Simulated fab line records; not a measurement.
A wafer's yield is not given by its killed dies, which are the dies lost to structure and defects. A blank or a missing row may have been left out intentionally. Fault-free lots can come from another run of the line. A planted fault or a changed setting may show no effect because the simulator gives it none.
Comparing a struck lot with a sound one	flow n5_finfet	38 out of 1938 route steps
Sound: these wafers, L473.1, L473.2, L473.4. Struck: wafer L463.1. (L463.5, L463.6 of the same lot were not struck and are left out.) The cause comes at the end.
For every step that has rows: the tool of each side, followed by ch and its chambers, followed by its first start. Under that, the readings that differ: sound wafers	struck wafers	difference of the means	sigmas: that difference in standard deviations of wafers without a fault.
alike: same words and numbers on both sides, and readings whose means sit less than 2 such deviations apart. not compared: any withheld reading, any reading some wafer has no value for, any bound like >300 that may hide the same value, and any number with overlapping values for which the record gives no deviation.
The two part at a step that has a row with sigmas, a row that says differs or no value, or rows on one side only. Numbers that don't overlap but have no deviation are shown without sigmas and don't part them. Lack of a reading on every wafer of one side parts them only where that side has two or more wafers.

first, 9 steps without rows for these wafers: N5_BEOL_M4_ANNEAL_95 (time 240 s); N5_BEOL_M4_SPUTTER_96 (material Cu, target thk 4.5 nm, time 8.29 s); N5_BEOL_M4_ECD_50 (material Cu, target thk 300 nm); N5_BEOL_M4_ANNEAL_51 (time 90 s); N5_BEOL_M4_CMP_52 (polishes, stops on SiOC, t overpolish 6.8 s, target thk 40 nm); N5_BEOL_M4_PRE_CLEAN_60 (time 15 s); N5_BEOL_M4_CO_CAP_55 (material Co, precursor CCTBA/H2, target thk 2 nm, time 102.1 s); N5_BEOL_M4_PRE_CLEAN_56 (time 15 s); N5_BEOL_M4_DEP_57 (deposits SiCN from 3MS/NH3, target thk 8 nm, time 14 s).
N5_BEOL_M4_RC_MEAS_101:
  sound on prober-02 ch 0, day 13 22:56; struck on prober-01 ch 0, day 11 19:54
  alike: DIBL_N, DIBL_P, IOFF_N, IOFF_P, ION_N, ION_P, SS_N, SS_P, VT_N, VT_P
then, 24 steps without rows for these wafers: N5_BEOL_M5_ILD_DEP_00 (deposits SiCOH lowk from DEMS/porogen, target thk 140.64 nm, time 25.9 s); N5_BEOL_M5_CURE_79 (cures SiCOH lowk, time 240 s); N5_BEOL_M5_PECVD_70 (deposits SiO2 from TEOS/O2, target thk 16 nm, time 18 s); N5_BEOL_M5_HM_DEP_02 (deposits TiN, target thk 20 nm); N5_BEOL_M5_COAT_59 (time 60 s, resist thk 60 nm); N5_BEOL_M5_COAT_60 (time 60 s, resist thk 12 nm); N5_BEOL_M5_COAT_71 (time 60 s, resist thk 5 nm); N5_BEOL_M5_COAT_05 (resist thk 30 nm); N5_BEOL_M5_EBR_07; N5_BEOL_M5_SOFTBAKE_06 (time 60 s); N5_BEOL_M5_EXPOSE_08 (exposes mask M5, target cd 28 nm); N5_BEOL_M5_PEB_09 (peb time 60 s); N5_BEOL_M5_DEVELOP_10 (develop time 30 s); N5_BEOL_M5_DESCUM_16 (chemistry O2, time 7 s); N5_BEOL_M5_ETCH_72 (etches underlayer in N2/H2, target depth 6.5 nm, time 5.2 s); N5_BEOL_M5_ETCH_61 (etches SiARC in CF4, target depth 15.6 nm, time 26 s); N5_BEOL_M5_ETCH_62 (etches SOC in N2/H2, target depth 75 nm, overetch 15 nm, time 112.5 s); N5_BEOL_M5_STRIP_63 (strips in N2/H2); N5_BEOL_M5_STRIP_73 (strips in N2/H2); N5_BEOL_M5_STRIP_64 (strips in CF4); N5_BEOL_M5_HM_OPEN_17 (chemistry Cl2/BCl3, target TiN, target depth 20 nm, overetch 6 nm); N5_BEOL_M5_STRIP_19 (strips in O2); N5_BEOL_M5_COAT_65 (time 60 s, resist thk 60 nm); N5_BEOL_M5_COAT_66 (time 60 s, resist thk 12 nm).
-- the record jumps here: 3 days lie between the struck wafers' starts before and after (it left off in module BEOL_M5 and takes up again in module BEOL_M11, whose first step shown is number 1536 of the route) --
N5_BEOL_M11_ILD_DEP_00: deposits SiCOH lowk from DEMS/porogen, target thk 308.51 nm, time 58 s.
  sound on pecvd-02 ch 0,1,2, day 16 07:31; struck on pecvd-04 ch 1, day 14 08:12
reading	sound	struck	difference	sigmas
run_length_s (s)	101.7 100.3 100.5	70.4	-30.4	-53
model.SiCOH_lowk_of_BEOL_M11_ILD_DEP_00.thk_nm (nm)	305 305 310	148.8	-157.9	
  alike: chamber_pressure_Torr, heater_power_outer_w, heater_power_w, showerhead_plenum_p_Torr, throttle_valve_pct
N5_BEOL_M11_THK_MEAS_01:
  sound: film_metro-01 at day 16 08:06; struck: film_metro-01 at day 14 09:20
reading	sound	struck	difference	sigmas
M11_ILD_THK (nm)	265 265 269	128	-138	-38
N5_BEOL_M11_CMP_52: polishes, stops on SiCOH lowk, t overpolish 7 s, target thk 140 nm.
  sound on cmp-01 ch 1,2,3, day 16 14:31; struck on cmp-01 ch 0, day 14 16:44
reading	sound	struck	difference	sigmas
model.SiCOH_lowk_of_BEOL_M11_ILD_DEP_00.thk_nm (nm)	261.8 261.8 266.2	125.2	-138.1	
  alike: motor_current_A, pad_life_wafers, platen_rpm
N5_PASSIVATION_PROBE_49:
  only the struck wafers here have rows in the record (prober-01, day 16 05:03); the sound ones have none

## WHERE THEY PART
At N5_BEOL_M11_ILD_DEP_00 first; at N5_PASSIVATION_PROBE_49 last (within this record only).

WHY: whatever the simulator had introduced
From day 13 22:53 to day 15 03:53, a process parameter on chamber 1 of pecvd-04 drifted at N5_BEOL_M11_ILD_DEP_00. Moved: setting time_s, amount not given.
